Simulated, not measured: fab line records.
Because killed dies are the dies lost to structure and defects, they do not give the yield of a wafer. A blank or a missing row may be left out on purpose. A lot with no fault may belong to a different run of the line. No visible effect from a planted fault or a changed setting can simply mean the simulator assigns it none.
fab line records	flow n5-finfet
record: lots: 7	wafers: 21	last-day: 18
route steps=1938 shown BEOL_M11@1596 BEOL_M12@1602
lots with no fault: from the same line, run without faults
start-h: the number of hours between the record's first day and the start of the first shown wafer of the lot	wait-h: hours since the lot's step before	" identical to the entry in the row above	L1.1+2: a single row standing in for several wafers	- no value, or no start given	* or withheld: withheld	< > ~ a bound
route shown NAME@n: names a module that has steps shown in the file, with the first one's number in the route	usual: mean and standard deviation over wafers with no fault	same: alike in all rows	chamber/n: place in a boat	sites: readings site by site	_std_site: standard deviation of those values	_edge_site: mean of outer sites minus mean of inner sites	radius-mm: how far each site lies from the wafer's centre	mask NAME#n: copy n	behind: tool/chamber where the wafer was last shaped	hold: what put the lot on hold/how long, in hours/how the hold closed	device: whichever transistor did not switch (one of n, p or np)	end of line: the tests these same wafers got at the end of their route	a step with no rows: only its recipe	killed: dies lost to structure and defects at the first sort, not the wafer's yield	map: a wafer's dies, marking killed ones x, the rest . and places with no die _
set.NAME: the run value of the setting; set.NAME@STEP: its run value at that earlier step	model.NAME: the simulator's own value behind a step, which no gauge read
certain route steps with their lots: each step a table, each wafer a row
services: when a tool's chamber went out of use (start-h, in hours from the record's first day, below 0 if earlier), for how many hours, and the reason
== steps ==
step: N5_BEOL_M11_CMP_52
recipe: stop-on: SiCOH_lowk	t-overpolish-s: 7	down-force-psi: 1	platen-rpm: 50	clearing-platen-down-force-psi: 1.5	clearing-platen-rpm: 50	post-cmp-clean: cu-alkaline	target-thk-nm: 140	clearing-platen-pad-velocity-m-s: 0.99484	pad-velocity-m-s: 0.99484
usual: barrier-field-endpoint-s: 28.6/0.76	motor-current-A: 5.8/0.45	overpolish-run-s: 7.000/0.01	retaining-ring-pressure-frac: 1.000/0.0051	time-to-endpoint-s: 65/3.1
lot.wafer	tool	chamber	start-h	wait-h	barrier-field-endpoint-s	motor-current-A	overpolish-run-s	retaining-ring-pressure-frac	time-to-endpoint-s
L213.1	cmp-01	3	236.26	0.4	28.2	6.2	6.984	1.001	61
L213.5	"	2	"	"	28.0	5.6	6.992	0.996	62
L213.6	"	3	"	"	29.0	6.0	6.989	0.998	62
L217.2	cmp-04	0	271.06	0.2	28.5	5.5	6.998	0.999	66
L217.1	"	1	"	"	27.6	5.5	7.003	1.001	59
L217.6	"	0	"	"	28.6	5.7	6.984	1.001	66
L222.1	cmp-01	1	306.69	0.7	27.6	6.1	7.003	1.007	60
L222.4	"	3	"	"	28.6	6.0	6.991	0.999	62
L222.3	"	0	"	"	27.9	6.3	6.998	0.998	61
L224.3	cmp-01	1	318.36	0.2	28.9	5.8	7.015	1.001	64
L224.2	"	2	"	"	28.8	5.6	7.006	1.000	67
L224.4	"	3	"	"	29.0	5.8	7.000	0.995	67
L227.4	cmp-01	0	336.08	0.1	28.1	6.2	6.983	0.996	63
L227.1	"	3	"	"	29.1	6.0	7.003	1.001	66
L227.6	"	0	"	"	28.6	6.4	6.995	0.997	60
L225.2	cmp-04	1	336.47	0.3	27.5	5.9	6.985	0.990	58
L225.5	"	2	"	"	29.2	6.0	7.013	1.005	65
L225.6	"	3	"	"	28.8	5.4	6.986	0.999	62
L233.3	cmp-01	0	384.92	0.2	28.6	6.1	7.038	1.000	64
L233.1	"	1	"	"	28.8	5.8	6.997	1.000	66
L233.5	"	3	"	"	28.9	6.0	7.004	1.000	67
step: N5_BEOL_M11_THK_MEAS_53
recipe: thk-meas-gauge: xrf	reads: Cu_of_BEOL_M11_ECD_50
usual: M11_THK: 140/3.1
lot.wafer	tool	chamber	start-h	wait-h	M11_THK[nm]
L213.1	film-metro-02	-	236.51	-	145
L213.5	"	-	"	"	139
L213.6	"	-	"	"	138
L217.1	film-metro-01	-	271.36	-	137
L217.2	"	-	"	"	140
L217.6	"	-	"	"	145
L222.1	film-metro-02	-	306.99	-	138
L222.3	"	-	"	"	133
L222.4	"	-	"	"	142
L224.2	film-metro-01	-	318.65	-	148
L224.3	"	-	"	"	138
L224.4	"	-	"	"	138
L227.1	film-metro-02	-	336.38	-	135
L227.4	"	-	"	"	142
L227.6	"	-	"	"	137
L225.2	film-metro-02	-	336.65	-	141
L225.5	"	-	"	"	139
L225.6	"	-	"	"	136
L233.1	film-metro-02	-	385.17	-	141
L233.3	"	-	"	"	142
L233.5	"	-	"	"	145
step: N5_BEOL_M11_PRE_CLEAN_55
recipe: gas: NH3	time-s: 15	temp-c: withheld	rf-power-w: 300
step: N5_BEOL_M11_DEP_56
recipe: material: SiCN	target-thk-a: 300	temp-c: withheld	precursor: 3MS/NH3	pressure-torr: 3	rf-w: 675	time-s: 10.5
usual: showerhead-plenum-p-Torr: 4.188/0.021	throttle-valve-pct: 18.0/0.93
lot.wafer	tool	chamber	start-h	wait-h	showerhead-plenum-p-Torr	throttle-valve-pct
L213.1	pecvd-04	0	236.57	0.0	4.167	17.8
L213.5	"	1	"	"	4.199	19.2
L213.6	"	2	"	"	4.164	17.6
L217.1	pecvd-03	2	271.42	0.0	4.203	17.6
L217.2	"	1	"	"	4.174	17.3
L217.6	"	2	"	"	4.204	17.7
L222.1	pecvd-04	0	307.05	0.0	4.158	17.8
L222.3	"	1	"	"	4.198	19.2
L222.4	"	0	"	"	4.162	17.9
L224.2	pecvd-03	0	318.71	0.0	4.207	17.2
L224.3	"	1	"	"	4.178	17.4
L224.4	"	2	"	"	4.206	17.6
L227.1	pecvd-04	2	336.44	0.0	4.161	17.7
L227.4	"	2	"	"	4.157	17.7
L227.6	"	1	"	"	4.210	19.4
L225.2	pecvd-03	2	336.72	0.0	4.215	17.7
L225.5	"	2	"	"	4.207	17.8
L225.6	"	0	"	"	4.203	17.5
L233.1	pecvd-01	1	385.24	0.0	4.186	20.6
L233.3	"	2	"	"	4.217	17.2
L233.5	"	2	"	"	4.224	17.1
step: N5_BEOL_M11_RS_MEAS_57
recipe: thk-meas-gauge: four-point-probe	reads: Cu_of_BEOL_M11_ECD_50+Co_of_BEOL_M11_CVD_75+TaN_of_BEOL_M11_ALD_74
usual: M11_RS: 0.151/0.0034
lot.wafer	tool	chamber	start-h	wait-h	M11_RS[ohm/sq]
L213.1	film-metro-02	-	236.64	0.0	0.145
L213.5	"	-	"	"	0.152
L213.6	"	-	"	"	0.154
L217.1	film-metro-02	-	271.49	0.0	0.153
L217.2	"	-	"	"	0.150
L217.6	"	-	"	"	0.144
L222.1	film-metro-01	-	307.11	0.0	0.152
L222.3	"	-	"	"	0.158
L222.4	"	-	"	"	0.147
L224.2	film-metro-02	-	318.78	0.0	0.143
L224.3	"	-	"	"	0.153
L224.4	"	-	"	"	0.154
L227.1	film-metro-01	-	336.50	0.0	0.157
L227.4	"	-	"	"	0.150
L227.6	"	-	"	"	0.155
L225.2	film-metro-01	-	336.78	0.0	0.149
L225.5	"	-	"	"	0.152
L225.6	"	-	"	"	0.156
L233.1	film-metro-01	-	385.30	0.0	0.151
L233.3	"	-	"	"	0.149
L233.5	"	-	"	"	0.147
step: N5_BEOL_M11_INSPECT_58
recipe: inspect-instrument: darkfield	mode: post-dep
usual: raw-defect-count: 63/19
lot.wafer	tool	chamber	start-h	wait-h	raw-defect-count
L213.1	defect-inspect-01	-	236.66	0.0	43
L213.5	"	-	"	"	35
L213.6	"	-	"	"	58
L217.1	defect-inspect-02	-	271.51	0.0	51
L217.2	"	-	"	"	54
L217.6	"	-	"	"	53
L222.1	defect-inspect-01	-	307.14	0.0	44
L222.3	"	-	"	"	74
L222.4	"	-	"	"	47
L224.2	defect-inspect-02	-	318.80	0.0	89
L224.3	"	-	"	"	62
L224.4	"	-	"	"	67
L227.1	defect-inspect-01	-	336.53	0.0	68
L227.4	"	-	"	"	100
L227.6	"	-	"	"	75
L225.2	defect-inspect-01	-	336.81	0.0	57
L225.5	"	-	"	"	56
L225.6	"	-	"	"	83
L233.1	defect-inspect-02	-	385.32	0.0	112
L233.3	"	-	"	"	89
L233.5	"	-	"	"	80
step: N5_BEOL_M12_ILD_DEP_00
recipe: material: SiOC	target-thk-a: 6589.2	temp-c: 350	precursor: DEMS/O2	pressure-torr: 5	rf-w: 500	time-s: 130.7
usual: heater-power-outer-w: 278/51	heater-power-w: 498/72	showerhead-plenum-p-Torr: 5.702/0.017	throttle-valve-pct: 11.8/0.35
lot.wafer	tool	chamber	start-h	wait-h	heater-power-outer-w	heater-power-w	showerhead-plenum-p-Torr	throttle-valve-pct
L213.1	pecvd-02	0	236.70	0.0	292	443	5.682	11.8
L213.5	"	1	"	"	189	334	5.688	11.5
L213.6	"	0	"	"	342	501	5.683	11.7
L217.1	pecvd-04	0	271.55	0.0	263	484	5.685	11.8
L217.2	"	1	"	"	378	611	5.730	12.7
L217.6	"	2	"	"	340	594	5.691	11.5
L222.1	pecvd-04	1	307.18	0.0	348	578	5.714	12.7
L222.3	"	0	"	"	209	404	5.700	11.6
L222.4	"	1	"	"	384	606	5.703	12.6
L224.2	pecvd-04	2	318.84	0.0	304	546	5.687	11.8
L224.3	"	0	"	"	242	461	5.696	11.8
L224.4	"	2	"	"	311	571	5.695	11.7
L227.1	pecvd-03	0	336.57	0.0	310	618	5.713	11.8
L227.4	"	1	"	"	264	503	5.699	11.5
L227.6	"	0	"	"	225	494	5.728	11.6
L225.2	pecvd-02	2	336.84	0.0	263	530	5.688	11.5
L225.5	"	2	"	"	276	561	5.684	11.4
L225.6	"	1	"	"	216	371	5.678	11.5
L233.1	pecvd-04	2	385.36	0.0	342	603	5.680	11.8
L233.3	"	0	"	"	182	372	5.689	11.9
L233.5	"	2	"	"	292	532	5.693	11.8
step: N5_BEOL_M12_THK_MEAS_01
recipe: reads: SiOC_of_BEOL_M12_ILD_DEP_00
usual: M12_ILD_THK: 652/7.8
lot.wafer	tool	chamber	start-h	wait-h	M12_ILD_THK[nm]
L213.1	film-metro-02	-	236.88	0.1	647
L213.5	"	-	"	"	659
L213.6	"	-	"	"	658
L217.1	film-metro-01	-	271.68	0.1	660
L217.2	"	-	"	"	653
L217.6	"	-	"	"	651
L222.1	film-metro-01	-	307.31	0.1	648
L222.3	"	-	"	"	651
L222.4	"	-	"	"	657
L224.2	film-metro-01	-	319.02	0.1	639
L224.3	"	-	"	"	656
L224.4	"	-	"	"	645
L227.1	film-metro-01	-	336.70	0.1	649
L227.4	"	-	"	"	659
L227.6	"	-	"	"	663
L225.2	film-metro-01	-	336.98	0.1	646
L225.5	"	-	"	"	663
L225.6	"	-	"	"	653
L233.1	film-metro-01	-	385.54	0.1	645
L233.3	"	-	"	"	654
L233.5	"	-	"	"	653
step: N5_BEOL_M12_COAT_58
recipe: resist: BARC	temp-c: 205	time-s: 60	spin-rpm: 1500	resist-thk-nm: 89
step: N5_BEOL_M12_COAT_04
recipe: spin-rpm: 1625	resist-thk-nm: 400
step: N5_BEOL_M12_EBR_06
recipe: solvent: PGMEA	ebr-width-mm: 1.5
step: N5_BEOL_M12_SOFTBAKE_05
recipe: temp-c: 130	time-s: 60
step: N5_BEOL_M12_EXPOSE_07
recipe: mask-id: V11	na: 0.93	source-shape: conventional	sigma-outer: 0.6	polarization: unpolarized	attpsm-phase-deg: 180	dose-mj: 32.5
usual: exposure-dose-mJ-cm2: 32.50/0.031	focus-offset-nm: 0.0/0.54
lot.wafer	tool	chamber	start-h	wait-h	mask	exposure-dose-mJ-cm2	focus-offset-nm
L213.1	krf-scanner-01	0	237.14	-	V11#0	32.48	-0.1
L213.5	"	0	"	"	V11#0	32.49	-0.5
L213.6	"	0	"	"	V11#0	32.51	0.3
L217.1	krf-scanner-02	0	271.81	-	V11#0	32.51	-0.4
L217.2	"	0	"	"	V11#0	32.52	0.5
L217.6	"	0	"	"	V11#0	32.56	0.7
L222.1	krf-scanner-02	-	307.56	-	V11#0	-	-
L222.3	"	-	"	"	V11#0	-	-
L222.4	"	-	"	"	V11#0	-	-
L224.2	krf-scanner-01	-	319.28	-	V11#0	-	-
L224.3	"	-	"	"	V11#0	-	-
L224.4	"	-	"	"	V11#0	-	-
L227.1	krf-scanner-01	-	336.83	-	V11#0	-	-
L227.4	"	-	"	"	V11#0	-	-
L227.6	"	-	"	"	V11#0	-	-
L225.2	krf-scanner-02	0	337.24	-	V11#0	32.54	-0.5
L225.5	"	0	"	"	V11#0	32.53	-0.6
L225.6	"	0	"	"	V11#0	32.47	-0.4
L233.1	krf-scanner-01	0	385.80	-	V11#0	32.44	0.6
L233.3	"	0	"	"	V11#0	32.50	0.4
L233.5	"	0	"	"	V11#0	32.48	-0.9
step: N5_BEOL_M12_PEB_08
recipe: peb-temp-c: 130	peb-time-s: 90
== services ==
tool	chamber	start-h	hours	kind
cmp-04	-	222.71	5.0	pm
cmp-01	-	223.18	1.3	repair
krf-scanner-02	-	254.46	1.3	pm
krf-scanner-02	-	258.36	1.0	pm
krf-scanner-01	-	262.54	1.0	pm
cmp-01	-	269.35	1.0	repair
pecvd-01	-	289.64	1.0	repair
krf-scanner-02	-	296.33	0.3	repair
pecvd-04	1	298.99	6.2	repair
krf-scanner-01	-	302.26	1.1	repair
cmp-04	-	303.32	4.0	pm
pecvd-04	2	303.65	2.1	scheduled-down
krf-scanner-01	-	304.88	4.0	pm
krf-scanner-01	-	310.23	1.3	pm
krf-scanner-01	-	313.35	4.1	repair
pecvd-04	1	317.58	4.5	repair
pecvd-04	1	327.41	2.1	scheduled-down
cmp-01	-	340.63	5.8	pm
pecvd-03	0	357.77	12.8	repair
krf-scanner-02	-	360.18	0.8	pm
cmp-04	-	368.99	1.0	repair
cmp-01	-	371.83	0.4	repair
pecvd-04	1	383.62	-	clean
pecvd-04	1	383.62	-	consumable-replace:showerhead
== key ==
first-sign: step: N5_BEOL_M12_EXPOSE_07	reading: tool-record	direction: missing
effect none on later readings
met-at N5_BEOL_M12_EXPOSE_07
struck-wafers L222.1,L222.3,L222.4,L224.2,L224.3,L224.4,L227.1,L227.4,L227.6
later-rows-left-out L222.1,L222.3,L222.4,L224.2,L224.3,L224.4,L227.1,L227.4,L227.6
sort-left-out L222.1,L222.3,L222.4,L224.2,L224.3,L224.4,L227.1,L227.4,L227.6
onset-between 271.81 307.56
fault: kind: skipped-step-whole	tool: krf-scanner-01,krf-scanner-02	chamber: -	onset-h: 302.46	steps: N5_BEOL_M12_EXPOSE_07	scope: struck-lots-only
sort-left-out: the simulated sort isn't trusted on such a fault, so these wafers' sort isn't shown, and their yield isn't known
later-rows-left-out: the simulator's readings of these wafers behind a module that went badly wrong aren't trusted and aren't shown, but for the sort
